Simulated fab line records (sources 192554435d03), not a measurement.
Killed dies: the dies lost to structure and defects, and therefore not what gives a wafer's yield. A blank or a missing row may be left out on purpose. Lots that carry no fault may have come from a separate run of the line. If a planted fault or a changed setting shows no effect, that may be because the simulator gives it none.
Chamber matching | flow n5Finfet | N5_DUMMY_GATE_TRIM_49 on rieSi-04: 4 sister chambers
The step chemistry O2, time 29 s, target cd 14 nm. 8 wafers are shown with their chamber, then 11 later ones without.

== WAFERS PAIRED WITH THEIR CHAMBERS ==
wafer  | chamber | drypumpMotorCurrentA (A) | heBacksideLeakSccm (sccm)
L081.5 | 2       | 5.5                      | 3.2
L083.3 | 2       | 5.6                      | 3.3
L087.3 | 3       | 6.6                      | 2.7
L087.4 | 0       | 5.5                      | 2.6
L088.3 | 3       | 6.6                      | 2.8
L088.4 | 0       | 5.5                      | 2.6
L088.5 | 1       | 5.7                      | 3.9
L092.1 | 1       | 5.7                      | 3.9

== WAFERS WITH NO CHAMBER GIVEN ==
wafer  | drypumpMotorCurrentA (A) | heBacksideLeakSccm (sccm)
L092.3 | 5.5                      | 3.3
L092.4 | 5.5                      | 2.7
L093.2 | 6.6                      | 2.7
L093.4 | 5.7                      | 4.1
L093.6 | 5.5                      | 2.6
L094.2 | 5.5                      | 2.6
L094.3 | 6.6                      | 2.6
L094.5 | 5.7                      | 3.5
L095.1 | 6.6                      | 2.9
L095.4 | 5.7                      | 3.8
L095.6 | 5.5                      | 2.7

== THE CHAMBER EACH PASSED THROUGH ==
wafer  | from the rows above     | in truth
L092.3 | 2                       | 2
L092.4 | 0                       | 0
L093.2 | 3                       | 3
L093.4 | 1                       | 1
L093.6 | 0                       | 0
L094.2 | 0                       | 0
L094.3 | 3                       | 3
L094.5 | can't be placed: 2 or 1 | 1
L095.1 | 3                       | 3
L095.4 | 1                       | 1
L095.6 | 0                       | 0
Correctly placed: 10 of 11. Can't be placed from these rows: 1 (the true chamber is among the candidates in 1). 0 placed wrongly.
How it was worked out, from the rows above alone: a wafer's distance from a chamber is the root of the sum, over the readings, of the square of ((its reading less the chamber's mean) divided by the reading's scatter). The wafer belongs to the nearest chamber; if the next one is less than 2 further off, it can't be placed. A chamber's mean is the mean of its shown wafers. The scatter is the square root of a quotient: the sum, over the shown wafers, of each reading's squared deviation from its chamber's mean, divided by wafers minus chambers.
